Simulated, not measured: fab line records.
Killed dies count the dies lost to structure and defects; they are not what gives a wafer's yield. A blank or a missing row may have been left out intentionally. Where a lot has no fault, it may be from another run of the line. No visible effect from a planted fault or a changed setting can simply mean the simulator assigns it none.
fab line records	flow nand-harc
[record] lots = 6	wafers = 18	last-day = 33
route steps=1302 shown P_GATE@126 END@1302
lots with no fault: from the same line, run without faults
start-h: the number of hours between the record's first day and the start of the first shown wafer of the lot	wait-h: how many hours have passed since the lot's step before this one	" the same as in the row above	L1.1+2: a single row standing in for several wafers	- value missing, or start not given	* or withheld: withheld	< > ~ a bound
route shown NAME@n: a module of which the file shows steps, and the number in the route of the first	usual: mean/standard deviation of fault-free wafers	same: alike in all rows	chamber/n: place in a boat	sites: readings site by site	_std_site: standard deviation across them	_edge_site: mean of outer sites minus mean of inner sites	radius-mm: how far each site lies from the wafer's centre	mask NAME#n: copy n	behind: tool/chamber where the wafer was last shaped	hold: why the lot went on hold/how many hours it stayed there/how the hold came to an end	device: names the non-switching transistor (n, p or np)	end of line: tests run on the same wafers once the route is complete	a step with no rows: only its recipe	killed: dies that structure and defects cost at the first sort, which is not the same as the wafer's yield	map: dies across one wafer; x = killed, . = not, _ = none there
set.NAME: the setting that was run; set.NAME@STEP: the one run at that earlier step	model.NAME: the simulator's own value behind a step, which no gauge read
lots at selected steps of the route; one table per step, one row per wafer
services: when a tool's chamber went out of use (start-h, in hours from the record's first day, below 0 if earlier), for how many hours, and the reason
[[steps]]
[step NHARC_P_GATE_STRIP_15]
[recipe] time-s = 780	temp-c = 130	chemistry = SPM
[step NHARC_P_GATE_PRECLEAN_71]
[recipe] time-s = *	temp-c = 50	bath-age-min = 0	chemistry = SC1
[step NHARC_P_GATE_SRD_72]
[step NHARC_P_GATE_OXIDE_16]
[recipe] target-thk-a = 30	temp-c = 875	ox-time-s = 392	material = SiO2
[step NHARC_P_GATE_CVD_17]
[recipe] target-thk-a = 1500	temp-c = 620	time-s = 900	material = poly-Si
[step NHARC_P_GATE_HM_DEP_102]
[recipe] target-thk-a = 1200	temp-c = 400	material = aC
[usual] throttle-valve-pct = 34.999/0.009
lot.wafer	tool	chamber	start-h	wait-h	throttle-valve-pct
L233.1	acl-dep-03	0	136.25	1.2	34.994
L233.3	"	0	"	"	35.010
L233.4	"	0	"	"	34.980
L232.3	acl-dep-03	0	137.10	2.0	34.986
L232.4	"	0	"	"	35.001
L232.6	"	0	"	"	34.993
L240.1	acl-dep-01	0	210.97	0.4	35.002
L240.3	"	0	"	"	34.983
L240.5	"	0	"	"	34.995
L242.2	acl-dep-02	0	238.37	2.4	34.999
L242.5	"	0	"	"	35.022
L242.6	"	0	"	"	35.003
L248.2	acl-dep-02	0	293.81	0.5	34.993
L248.3	"	0	"	"	35.000
L248.5	"	0	"	"	35.010
L251.1	acl-dep-01	0	317.36	2.5	34.981
L251.5	"	0	"	"	35.007
L251.6	"	0	"	"	35.002
[step NHARC_P_GATE_DEP_103]
[recipe] target-thk-a = 300	target-thk-nm = 30	temp-c = 400	flow-sccm = 200	rf-w = 350	material = SiON
[usual] heater-power-w = 730/120
lot.wafer	tool	chamber	start-h	wait-h	heater-power-w
L233.1	pecvd-04	0	136.90	0.6	794
L233.3	"	2	"	"	641
L233.4	"	0	"	"	805
L232.3	pecvd-02	0	137.60	0.4	814
L232.6	"	1	"	"	784
L232.4	"	2	"	"	833
L240.1	pecvd-01	1	211.64	0.6	842
L240.3	"	2	"	"	573
L240.5	"	0	"	"	803
L242.2	pecvd-04	1	238.93	0.5	1029
L242.5	"	1	"	"	1017
L242.6	"	0	"	"	745
L248.3	pecvd-01	1	294.40	0.4	855
L248.2	"	2	"	"	485
L248.5	"	1	"	"	846
L251.1	pecvd-02	1	318.04	0.6	795
L251.6	"	0	"	"	798
L251.5	"	2	"	"	844
[step NHARC_P_GATE_DEHYDRATE_18]
[recipe] temp-c = 150	time-s = 120
[step NHARC_P_GATE_HMDS_19]
[recipe] time-s = 30
[step NHARC_P_GATE_COAT_20]
[recipe] spin-rpm = 1500	resist-thk-nm = 90
[step NHARC_P_GATE_SOFTBAKE_21]
[recipe] temp-c = 105	time-s = 55
[step NHARC_P_GATE_EBR_22]
[step NHARC_P_GATE_EXPOSE_23]
[recipe] na = 1.35	target-cd-nm = 120	dose-mj = 93.91	mask-id = P_GATE
lot.wafer	tool	chamber	start-h	wait-h	mask
L233.1+3+4	arfi-scanner-03	0	137.44	-	P_GATE#0
L232.3+4+6	arfi-scanner-01	0	138.12	-	P_GATE#0
L240.1+3+5	arfi-scanner-03	0	212.17	-	P_GATE#0
L242.2+5+6	arfi-scanner-03	0	239.47	-	P_GATE#0
L248.2+3+5	arfi-scanner-02	0	294.91	-	P_GATE#0
L251.1+5+6	arfi-scanner-01	0	318.43	-	P_GATE#0
[step NHARC_P_GATE_PEB_24]
[recipe] peb-temp-c = 100	peb-time-s = 65
[step NHARC_P_GATE_DEVELOP_25]
[recipe] develop-time-s = 35	dev-temp-c = 23
[step NHARC_P_GATE_CD_MEAS_26]
[recipe] target-cd-nm = 120	landing-energy-ev = 500
[usual] cd-nm = 120.6/0.78
lot.wafer	tool	chamber	start-h	wait-h	cd-nm
L233.1	cd-sem-02	0	137.57	-	121.0
L233.3	"	0	"	"	121.4
L233.4	"	0	"	"	120.5
L232.3	cd-sem-03	0	138.25	-	120.3
L232.4	"	0	"	"	120.0
L232.6	"	0	"	"	120.1
L240.1	cd-sem-03	0	212.31	-	94.4
L240.3	"	0	"	"	120.7
L240.5	"	0	"	"	121.0
L242.2	cd-sem-01	0	239.61	-	92.9
L242.5	"	0	"	"	120.5
L242.6	"	0	"	"	120.7
L248.2	cd-sem-02	0	295.05	-	120.8
L248.3	"	0	"	"	120.7
L248.5	"	0	"	"	122.3
L251.1	cd-sem-02	0	318.57	-	119.9
L251.5	"	0	"	"	119.5
L251.6	"	0	"	"	120.6
[step NHARC_P_GATE_OVL_MEAS_27]
[usual] overlay-x-nm = 0.0/0.87	overlay-y-nm = 0.0/1.1
lot.wafer	tool	chamber	start-h	wait-h	overlay-x-nm	overlay-y-nm
L233.1	overlay-02	-	137.66	-	1.8	-0.8
L233.3	"	-	"	"	1.6	-1.1
L233.4	"	-	"	"	1.2	-1.8
L232.3	overlay-02	-	138.34	-	-0.2	0.1
L232.4	"	-	"	"	-0.7	-0.1
L232.6	"	-	"	"	-0.8	-0.3
L240.1	overlay-01	-	212.40	-	-0.3	0.7
L240.3	"	-	"	"	-0.3	0.5
L240.5	"	-	"	"	-0.1	0.7
L242.2	overlay-01	-	239.70	-	-1.2	0.1
L242.5	"	-	"	"	-1.4	0.4
L242.6	"	-	"	"	-1.7	0.2
L248.2	overlay-01	-	295.14	-	-1.0	-2.1
L248.3	"	-	"	"	-1.1	-1.9
L248.5	"	-	"	"	-1.2	-1.6
L251.1	overlay-01	-	318.66	-	0.1	1.4
L251.5	"	-	"	"	0.2	1.9
L251.6	"	-	"	"	0.3	1.6
[step NHARC_P_GATE_INSPECT_28]
[usual] raw-defect-count = 6/3.2
lot.wafer	tool	chamber	start-h	wait-h	raw-defect-count
L233.1	defect-inspect-01	-	137.70	0.0	7
L233.3	"	-	"	"	10
L233.4	"	-	"	"	5
L232.3	defect-inspect-01	-	138.37	0.0	16
L232.4	"	-	"	"	8
L232.6	"	-	"	"	6
L240.1	defect-inspect-01	-	212.44	0.0	3
L240.3	"	-	"	"	6
L240.5	"	-	"	"	6
L242.2	defect-inspect-01	-	239.73	0.0	8
L242.5	"	-	"	"	6
L242.6	"	-	"	"	5
L248.2	defect-inspect-01	-	295.18	0.0	11
L248.3	"	-	"	"	5
L248.5	"	-	"	"	9
L251.1	defect-inspect-02	-	318.70	0.0	4
L251.5	"	-	"	"	5
L251.6	"	-	"	"	4
[step NHARC_P_GATE_DESCUM_31]
[recipe] time-s = 3	o2-flow-sccm = 200	ar-flow-sccm = 0	bias-power-w = 0	chemistry = O2
[usual] chamber-pressure-mTorr = 60.00/0.056	drypump-motor-current-A = 5.9/0.46	oes-product-au = 1.000/0.012	rf-vpp-V = 57.7/0.92	showerhead-plenum-p-Torr = 1.90/0.084	throttle-valve-pct = 11.312/0.0087
lot.wafer	tool	chamber	start-h	wait-h	chamber-pressure-mTorr	drypump-motor-current-A	oes-product-au	rf-hours-counter-h	rf-vpp-V	showerhead-plenum-p-Torr	throttle-valve-pct	model.P_GATE.cd-nm
L233.4	rie-diel-09	1	137.76	0.1	60.00	6.4	1.029	9.5	57.7	1.98	11.313	120.9
L233.3	"	3	"	"	59.96	6.2	1.009	8.0	58.3	1.78	11.307	119.8
L233.1	"	0	"	"	60.01	5.9	0.976	8.7	56.0	1.82	11.308	120.7
L232.3	rie-diel-09	1	138.44	0.1	60.05	6.3	1.014	9.6	58.1	1.98	11.325	120.9
L232.4	"	3	"	"	60.00	6.2	0.991	8.0	57.7	1.78	11.313	119.1
L232.6	"	1	"	"	60.14	6.3	1.025	-	58.0	1.98	11.313	120.4
L240.3	rie-diel-05	1	212.50	0.1	60.00	5.2	1.022	9.1	59.1	2.01	11.317	119.7
L240.1	"	0	"	"	60.05	6.5	1.001	8.9	57.3	1.83	11.322	95.06
L240.5	"	2	"	"	59.90	5.7	0.997	-	58.9	1.98	11.303	121.2
L242.2	rie-diel-13	0	239.82	0.1	60.06	4.8	0.986	2.3	56.4	1.95	11.310	92.83
L242.5	"	1	"	"	59.93	5.4	1.008	-	57.4	1.96	11.297	120.8
L242.6	"	2	"	"	59.98	6.3	0.998	-	57.4	2.02	11.305	121.7
L248.2	rie-diel-09	0	295.25	0.1	59.92	5.9	0.993	8.1	58.3	1.82	11.317	120.6
L248.3	"	1	"	"	59.99	6.3	1.002	9.1	59.2	1.97	11.316	121.2
L248.5	"	0	"	"	59.96	5.9	0.984	-	57.8	1.82	11.301	121.9
L251.1	rie-diel-05	3	318.78	0.1	60.05	6.4	0.998	3.4	57.8	1.85	11.313	120.6
L251.6	"	1	"	"	60.09	5.2	0.978	-	56.6	2.01	11.317	119.5
L251.5	"	2	"	"	59.99	5.8	0.994	-	56.6	1.97	11.313	119.3
[step NHARC_P_GATE_ETCH_104]
[recipe] target-depth-a = 600	time-s = withheld	cf4-flow-sccm = 100	chf3-flow-sccm = 30	ar-flow-sccm = 0	rf-w = 500	bias-w = 200	chemistry = CF4/CHF3
[usual] chamber-pressure-mTorr = 24.998/0.023	drypump-motor-current-A = 5.9/0.48	oes-product-au = 0.948/0.021	rf-vpp-V = 370.2/2.4	showerhead-plenum-p-Torr = 1.56/0.065	throttle-valve-pct = 16.802/0.0096
lot.wafer	tool	chamber	start-h	wait-h	chamber-pressure-mTorr	drypump-motor-current-A	oes-product-au	rf-vpp-V	showerhead-plenum-p-Torr	throttle-valve-pct
L233.3	rie-diel-09	1	137.84	0.1	25.011	6.3	0.982	372.5	1.62	16.793
L233.1	"	2	"	"	24.997	5.8	0.978	368.4	1.50	16.809
L233.4	"	0	"	"	24.999	5.9	0.950	366.6	1.50	16.818
L232.4	rie-diel-09	2	138.52	0.1	24.991	5.8	0.935	370.0	1.50	16.805
L232.3	"	0	"	"	24.997	5.9	0.909	369.2	1.50	16.809
L232.6	"	3	"	"	25.002	6.2	0.921	366.0	1.47	16.816
L240.1	rie-diel-05	2	212.59	0.1	24.994	5.8	0.908	372.7	1.62	16.794
L240.3	"	1	"	"	25.010	5.2	0.938	372.7	1.65	16.812
L240.5	"	3	"	"	24.972	6.4	0.934	370.4	1.53	16.779
L242.2	rie-diel-13	0	239.88	0.1	25.030	4.8	0.971	369.2	1.60	16.802
L242.6	"	3	"	"	24.980	5.6	0.976	368.0	1.52	16.808
L242.5	"	0	"	"	24.957	4.8	0.963	371.7	1.60	16.795
L248.2	rie-diel-09	2	295.32	0.1	25.020	5.8	0.933	368.0	1.50	16.796
L248.3	"	0	"	"	25.004	5.9	0.915	367.3	1.50	16.803
L248.5	"	3	"	"	25.024	6.1	0.949	366.6	1.47	16.805
L251.1	rie-diel-05	0	318.84	0.1	24.990	6.5	0.940	369.3	1.51	16.795
L251.5	"	0	"	"	24.992	6.5	0.916	368.5	1.51	16.805
L251.6	"	1	"	"	25.031	5.2	0.928	374.4	1.65	16.800
[step NHARC_P_GATE_HM_OPEN_105]
[recipe] target-depth-a = 3600	o2-flow-sccm = 400	cos-flow-sccm = 20	ar-flow-sccm = 0	rf-w = 500	bias-w = 300	chemistry = O2/COS
[usual] chamber-pressure-mTorr = 19.997/0.019	drypump-motor-current-A = 5.9/0.48	oes-product-au = 0.999/0.013	rf-vpp-V = 466/3	showerhead-plenum-p-Torr = 3.09/0.13	throttle-valve-pct = 28.331/0.0087
lot.wafer	tool	chamber	start-h	wait-h	chamber-pressure-mTorr	drypump-motor-current-A	oes-product-au	rf-hours-counter-h	rf-vpp-V	showerhead-plenum-p-Torr	throttle-valve-pct
L233.3	rie-diel-09	0	-	-	19.999	5.9	0.964	8.8	465	2.98	28.328
L233.4	"	1	"	"	20.005	6.4	1.009	9.5	468	3.22	28.338
L233.1	"	3	"	"	19.995	6.2	1.009	8.0	462	2.92	28.332
L232.4	rie-diel-09	3	-	-	19.999	6.2	0.989	8.1	462	2.92	28.337
L232.3	"	1	"	"	20.009	6.3	1.021	9.6	468	3.22	28.325
L232.6	"	0	"	"	19.991	5.8	0.972	-	465	2.98	28.336
L240.1	rie-diel-05	0	-	-	19.993	6.5	0.996	8.9	463	3.00	28.343
L240.3	"	1	"	"	19.995	5.2	1.011	9.1	471	3.27	28.343
L240.5	"	0	"	"	20.003	6.5	0.995	-	463	3.00	28.327
L242.2	rie-diel-13	1	-	-	19.961	5.4	1.007	2.7	469	3.20	28.333
L242.6	"	1	"	"	19.993	5.4	0.996	-	468	3.20	28.324
L242.5	"	2	"	"	19.995	6.3	0.994	-	471	3.28	28.338
L248.2	rie-diel-09	3	-	-	20.030	6.2	1.016	8.3	461	2.92	28.338
L248.3	"	0	"	"	19.985	5.9	0.996	8.1	462	2.97	28.326
L248.5	"	1	"	"	19.980	6.3	1.012	-	470	3.22	28.337
L251.1	rie-diel-05	1	-	-	20.031	5.2	0.973	3.0	472	3.27	28.327
L251.5	"	0	"	"	19.997	6.5	0.988	-	462	3.00	28.345
L251.6	"	1	"	"	20.039	5.2	0.971	-	471	3.27	28.340
[step NHARC_P_GATE_STRIP_106]
[recipe] o2-flow-sccm = 400	cos-flow-sccm = 20	ar-flow-sccm = 0	bias-w = 0	chemistry = O2/COS
[step NHARC_P_GATE_ETCH_114]
[recipe] target-depth-a = 300	overetch-a = 30	time-s = 16.5	ion-energy-ev = 100	cf4-flow-sccm = 80	o2-flow-sccm = 20	ar-flow-sccm = 0	rf-w = 300	bias-w = 100	chemistry = CF4/O2
[step NHARC_P_GATE_ETCH_32]
[recipe] target-depth-a = 1500	over-etch-frac = 1	over-etch-ion-energy-ev = 40	time-s = 100.1	hbr-flow-sccm = 150	cl2-flow-sccm = 50	rf-w = 400	icp-w = 400	bias-w = 100	chemistry = HBr/Cl2
[usual] chamber-pressure-mTorr = 14.998/0.014	drypump-motor-current-A = 5.8/0.61	mfc-cl2-sccm = 49.98/0.14	oes-product-au = 0.997/0.015	throttle-valve-pct = 26.406/0.0096
[same] over-etch-frac = 1
lot.wafer	tool	chamber	start-h	wait-h	chamber-pressure-mTorr	drypump-motor-current-A	mfc-cl2-sccm	oes-product-au	rf-hours-counter-h	throttle-valve-pct	model.P_GATE.cd-nm
L233.3	rie-si-01	3	138.22	-	15.008	5.4	50.07	0.999	0.73	26.402	118.1
L233.1	"	0	"	"	14.990	5.8	49.96	0.990	0.77	26.399	117.7
L233.4	"	2	"	"	14.993	5.4	49.84	1.021	0.65	26.396	115
L232.4	rie-si-02	0	138.89	-	15.030	6.4	50.10	1.010	0.14	26.406	119
L232.3	"	2	"	"	15.006	5.6	49.77	0.988	0.11	26.406	119
L232.6	"	0	"	"	14.977	6.3	50.09	1.000	-	26.429	118.9
L240.1	rie-si-02	3	212.96	-	15.030	4.8	50.24	1.001	0.59	26.399	89.96
L240.3	"	2	"	"	14.978	5.6	49.94	1.001	0.64	26.409	118.4
L240.5	"	0	"	"	15.003	6.4	50.23	0.999	-	26.414	121.2
L242.2	rie-si-02	1	240.26	-	14.993	6.8	49.98	0.975	0.86	26.407	94.52
L242.6	"	1	"	"	14.990	6.8	50.26	0.986	-	26.402	122.5
L242.5	"	2	"	"	14.990	5.6	50.18	0.986	-	26.425	116.6
L248.3	rie-si-01	0	295.72	-	14.993	5.8	50.09	0.990	0.50	26.400	124
L248.2	"	2	"	"	15.007	5.4	50.10	1.013	0.63	26.414	126.9
L248.5	"	0	"	"	15.011	5.8	50.02	0.992	-	26.413	120.3
L251.1	rie-si-02	1	319.23	-	15.016	6.8	49.86	0.959	0.18	26.418	120.1
L251.5	"	0	"	"	15.013	6.4	50.28	1.000	-	26.410	116.5
L251.6	"	1	"	"	14.996	6.8	49.85	0.967	-	26.408	119.8
[step NHARC_P_GATE_STRIP_108]
[recipe] o2-flow-sccm = 500	ar-flow-sccm = 0	bias-w = 0	chemistry = O2
[usual] chamber-pressure-mTorr = 60.01/0.051	drypump-motor-current-A = 5.9/0.52	oes-product-au = 0.998/0.012	rf-vpp-V = 57.8/0.8	showerhead-plenum-p-Torr = 3.52/0.14	throttle-valve-pct = 17.036/0.0086
lot.wafer	tool	chamber	start-h	wait-h	chamber-pressure-mTorr	drypump-motor-current-A	oes-product-au	rf-hours-counter-h	rf-vpp-V	showerhead-plenum-p-Torr	throttle-valve-pct
L233.3	rie-diel-13	0	138.38	-	59.95	4.8	1.010	6.5	56.7	3.60	17.023
L233.4	"	1	"	"	60.00	5.4	0.996	8.1	57.7	3.62	17.032
L233.1	"	3	"	"	60.02	5.6	0.983	5.0	57.2	3.42	17.046
L232.3	rie-diel-13	2	139.07	-	59.97	6.3	1.008	8.1	58.1	3.71	17.044
L232.4	"	0	"	"	59.99	4.8	1.003	6.6	57.4	3.60	17.038
L232.6	"	2	"	"	59.98	6.3	1.011	-	58.1	3.71	17.048
L240.1	rie-diel-05	0	213.12	-	60.01	6.6	0.994	8.9	58.7	3.39	17.045
L240.3	"	1	"	"	59.96	5.3	1.013	9.2	57.6	3.70	17.030
L240.5	"	1	"	"	60.00	5.2	1.018	-	59.2	3.70	17.046
L242.2	rie-diel-09	3	240.46	-	59.94	6.2	1.021	6.1	57.4	3.30	17.040
L242.6	"	0	"	"	60.02	5.9	0.993	-	58.0	3.36	17.028
L242.5	"	1	"	"	60.00	6.3	0.999	-	58.5	3.63	17.034
L248.2	rie-diel-05	1	295.89	-	60.07	5.2	0.974	2.7	58.4	3.69	17.036
L248.3	"	2	"	"	60.06	5.8	0.982	2.9	59.0	3.63	17.027
L248.5	"	0	"	"	59.96	6.6	0.977	-	57.9	3.39	17.026
L251.1	rie-diel-09	2	319.43	-	60.00	5.8	1.012	10.9	58.0	3.36	17.019
L251.5	"	3	"	"	59.99	6.2	1.011	-	56.5	3.30	17.043
L251.6	"	0	"	"	59.95	5.9	0.978	-	58.0	3.36	17.047
[step NHARC_P_GATE_CD_MEAS_33]
[usual] cd-nm = 121/3.5
lot.wafer	tool	chamber	start-h	wait-h	cd-nm
L233.1	cd-sem-03	-	138.56	-	118
L233.3	"	-	"	"	118
L233.4	"	-	"	"	115
L232.3	cd-sem-03	-	139.23	-	120
L232.4	"	-	"	"	119
L232.6	"	-	"	"	120
L240.1	cd-sem-02	-	213.30	-	89
L240.3	"	-	"	"	118
L240.5	"	-	"	"	122
L242.2	cd-sem-01	-	240.59	-	95
L242.5	"	-	"	"	117
L242.6	"	-	"	"	122
L248.2	cd-sem-02	-	296.04	-	127
L248.3	"	-	"	"	125
L248.5	"	-	"	"	121
L251.1	cd-sem-03	-	319.55	-	120
L251.5	"	-	"	"	116
L251.6	"	-	"	"	120
[step NHARC_P_GATE_STRIP_35]
[recipe] time-s = 600	temp-c = 130	chemistry = SPM
[step NHARC_END_SORT_01]
[recipe] temp-c = 25
[usual] killed-at-array = 47/18	killed-at-other = 0.9/1.1	killed-at-periphery = 4/3.1	killed-dies = 52/18	killed-open = 3.1/1.5	killed-short = 2.4/1.5
[same] gross-dies = 677
lot.wafer	tool	chamber	start-h	wait-h	killed-at-array	killed-at-other	killed-at-periphery	killed-dies	killed-open	killed-short
L232.3	prober-01	0	620.83	3.1	92	0	3	95	3	6
L232.4	prober-01	0	621.63	3.4	76	1	7	84	5	1
L232.6	prober-01	0	623.22	4.0	79	1	4	84	2	7
L240.1	prober-01	0	685.22	2.5	34	0	521	555	3	3
L242.2	prober-02	0	704.59	2.8	48	0	543	591	2	4
L248.5	prober-01	0	753.30	3.7	57	1	1	59	4	6
// killed by level:class
L232.3 A_CHANNEL_HOLE_D1:chamber-film-flake=32 A_SLIT:chamber-film-flake=23 A_CHANNEL_HOLE_D2:chamber-film-flake=17 A_CONTACT:chamber-film-flake=8 A_CHANNEL_FILL_D1:geometric-particle:short=3 P_GATE:chamber-film-flake=2 A_WL_FILL:chamber-film-flake=2 A_CHANNEL_HOLE_D1:geometric-particle:short=1
L232.4 A_CHANNEL_HOLE_D2:chamber-film-flake=38 A_SLIT:chamber-film-flake=21 A_CHANNEL_HOLE_D1:chamber-film-flake=10 A_CONTACT:chamber-film-flake=4 P_GATE:chamber-film-flake=2 P_GATE:geometric-particle:open=1 P_M2:geometric-particle:open=1 A_WL_FILL:geometric-particle:short=1
L232.6 A_CHANNEL_HOLE_D1:chamber-film-flake=33 A_SLIT:chamber-film-flake=21 A_CHANNEL_HOLE_D2:chamber-film-flake=15 A_DECK1_JOINT:geometric-particle:short=2 A_CHANNEL_FILL_D2:geometric-particle:short=2 P_GATE:chamber-film-flake=2 A_CONTACT:chamber-film-flake=2 P_CONTACT:geometric-particle:open=1
L240.1 P_GATE:area-expose=520 A_CHANNEL_HOLE_D2:chamber-film-flake=13 A_CHANNEL_HOLE_D1:chamber-film-flake=5 A_WL_FILL:chamber-film-flake=3 A_CONTACT:chamber-film-flake=3 A_STAIRCASE:chamber-film-flake=2 A_ONON_D1:geometric-particle:short=1 A_CHANNEL_FILL_D1:geometric-particle:short=1
L242.2 P_GATE:area-expose=541 A_CHANNEL_HOLE_D1:chamber-film-flake=32 A_STAIRCASE:chamber-film-flake=5 A_SOURCE_PLATE:geometric-particle:short=1 A_DECK1_JOINT:geometric-particle:open=1 A_CHANNEL_HOLE_D2:geometric-particle:short=1 A_SGD_CUT:geometric-particle:open=1 A_WL_FILL:geometric-particle:short=1
L248.5 A_CHANNEL_HOLE_D2:chamber-film-flake=20 A_CHANNEL_HOLE_D1:chamber-film-flake=7 A_CONTACT:chamber-film-flake=7 A_STAIRCASE:chamber-film-flake=4 A_ONON_D2:geometric-particle:short=3 A_WL_FILL:chamber-film-flake=3 A_M0:chamber-film-flake=3 A_SGD_CUT:geometric-particle:short=2
// map L240.1 (x killed, . not)
____________x____________
_________x.xxxxx_________
_______xxxxxxxxxxx_______
______xxxxxxxxxxxxx______
_____xxxxxxxxxxxxxxx_____
____xxxxxxxxxxxxxxxxx____
____xxxxxxxxxxxxxxxxx____
___xxxxxxxxxxxxxxxxxxx___
___xx..xxxxxxxxxxxxxxx___
__xxxxxxx.xxxx.xxxxxxxx__
__xxxx.x..xxxxx.xxxxxxx__
_xxxx.xxx...x.xxxx.xxxxx_
_xxxxxxxx..xx.xxx.x.xxxx_
_x.xxxxx...xx.x.xxx.xxxx_
_xxxxxxxx...x...xxxxxxxx_
_xxxx.xxx..xxx...xxxxxxx_
xxxxxxx.x.x...x...xxxxxxx
xxxxxxxxx...xx..xx..xxxxx
xxxxxxxx.........xxxxxxxx
xxx.xx.x.xx..x.x.x.xxxxxx
xxxxxxx.....xx...xxxxxxxx
_xxxxx..xx....x...xxx.xx_
_xxxxxxxxx..x..x..xxxxxx_
_xxxxx.xx.xx..x.x..x.xxx_
_xxxxxx.xxx..x.x.xxxxxxx_
_xxxxxxx.xxxxxxxx.xxxxxx_
__xxxxx.xxx..x.xxx.xxxx__
__xxxxxxx.xxxxxxx.xxxxx__
___xxxxxxxxxxx.xxxxx.x___
___xxxxxxxxxxxx.xxxxxx___
____xxxxxxxx.x.xxxxxx____
____xxxxxxxxxxxxxxxxx____
_____xxxxxxxxxxxxxxx_____
______xxxxxxxxxxxxx______
_______xxxxxxxxxxx_______
_________xxxxxxx_________
____________x____________
// map L242.2 (x killed, . not)
____________x____________
_________xxxxxxx_________
_______xxxxxxxxxxx_______
______xxxxxxxxxxxxx______
_____xxxxxxxxxx.xxxx_____
____xxxxxxxx.xx.xxxxx____
____xxxxxxxxx.xxxxxxx____
___xxxxxxxxxxxxxxxxxxx___
___xxxxxxxx.xxxxxxxxxx___
__xxxxxxxxxxxxx.xxxxxxx__
__xxxx.xxx.....xxxxxxxx__
_xxxxxx.x.xxx.xxxxxxxxxx_
_xx.xxx.xx..xxxxxxxxxxxx_
_xxx.xxxxxx...xxxxxxxxxx_
_xxxxxxx.xxx..xx.xxxxxxx_
_xxxxx..x...x.xxxxxxxxxx_
xxxxxx.xx.x....x.xxx.xxxx
xxxxxxxxxxxxxxx..xxx.xxxx
xxxxxxxx.x.xx.xxxxxxxxxxx
xxxxxxx.x.....xxxx.xxxxxx
xxxxx.x..x.xxx...x.xxxxxx
_xxxxxxxx.xxx.x.xxxxxxxx_
_xxxx.xx.x...xxxxxxxxxxx_
_xxxxxxx.x.xxxx.xxxxxxxx_
_xxx.xxxxxx..xxxxxxxxxxx_
_xxxxxxxx.xxxxxx.x.xx.xx_
__xxxxxxxxx.xxxxxxxxxxx__
__xxxxxxxxxxxxxx.xxxxxx__
___xxxxxxx.xxxxxxxxxxx___
___xx.xxxxxxxxxxxxxxxx___
____xxxx.xxxxxxxxxxxx____
____xxxxxxxxx.xxxxxxx____
_____xxxxxxxxxxxxxxx_____
______xxxxxxxxxxxxx______
_______xxxxxxxxxxx_______
_________xxxxxxx_________
____________x____________
[[services]]
tool	chamber	start-h	hours	kind
arfi-scanner-03	-	113.61	17.2	repair
acl-dep-03	-	119.51	13.0	pm
pecvd-01	-	130.00	13.0	pm
pecvd-02	-	132.21	1.2	repair
rie-si-01	-	133.60	0.3	repair
rie-diel-09	-	143.10	9.0	pm
arfi-scanner-03	-	160.16	1.5	repair
rie-diel-05	-	161.51	0.4	repair
rie-diel-13	-	165.00	9.0	pm
acl-dep-01	-	189.59	13.0	pm
rie-si-01	-	193.00	9.0	pm
arfi-scanner-03	-	196.00	4.0	pm
rie-diel-13	0	198.11	16.3	repair
pecvd-04	1	201.15	4.2	repair
rie-diel-13	1	204.12	13.5	repair
arfi-scanner-03	-	204.48	0.5	repair
rie-si-01	0	212.60	7.3	repair
pecvd-02	-	216.88	3.2	repair
pecvd-02	-	227.20	13.0	pm
rie-diel-05	-	229.60	9.0	pm
arfi-scanner-03	-	242.85	0.8	repair
rie-si-02	0	248.14	11.9	repair
rie-si-02	-	277.00	9.0	pm
arfi-scanner-03	-	299.28	1.4	repair
[[key]]
[first-sign] step = NHARC_P_GATE_CD_MEAS_26	reading = cd-nm	direction = down	sigmas = 35	usual = 120.6	struck = 93.7
[effect] step = NHARC_P_GATE_CD_MEAS_33	reading = cd-nm	direction = down	sigmas = 8.2	usual = 121	struck = 92
[effect] step = NHARC_END_SORT_01	reading = killed-at-periphery	direction = up	sigmas = 99+	usual = 4	struck = 532
[model-effect] step = NHARC_P_GATE_DESCUM_31	value = P_GATE.cd-nm	without = 119.8	struck = 93.94
[model-effect] step = NHARC_P_GATE_ETCH_32	value = P_GATE.cd-nm	without = 118.1	struck = 92.24
[more-kills-born-at] NHARC_P_GATE_EXPOSE_23@arfi-scanner-03 = 1061
met-at NHARC_P_GATE_EXPOSE_23
struck-wafers L240.1,L242.2
later-rows-left-out L240.1,L242.2
tester-left-out L240,L242
onset-between 137.44 212.17
[fault] kind = process-parameter-drift	tool = arfi-scanner-03	chamber = -	onset-h = 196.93	steps = NHARC_P_GATE_EXPOSE_23	channel = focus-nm	offset = 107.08	shape = step	end-h = 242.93	scope = struck-wafers-only
// tester-left-out: of these lots the tester's yield and bins aren't shown, on N5 and GAA mostly nor the transistor test; their killed dies are dies lost to structure and defects alone, not to doping, threshold or leakage, so they don't give the yield
// later-rows-left-out: the simulator's readings of these wafers behind a module that went badly wrong aren't trusted and aren't shown, but for the sort
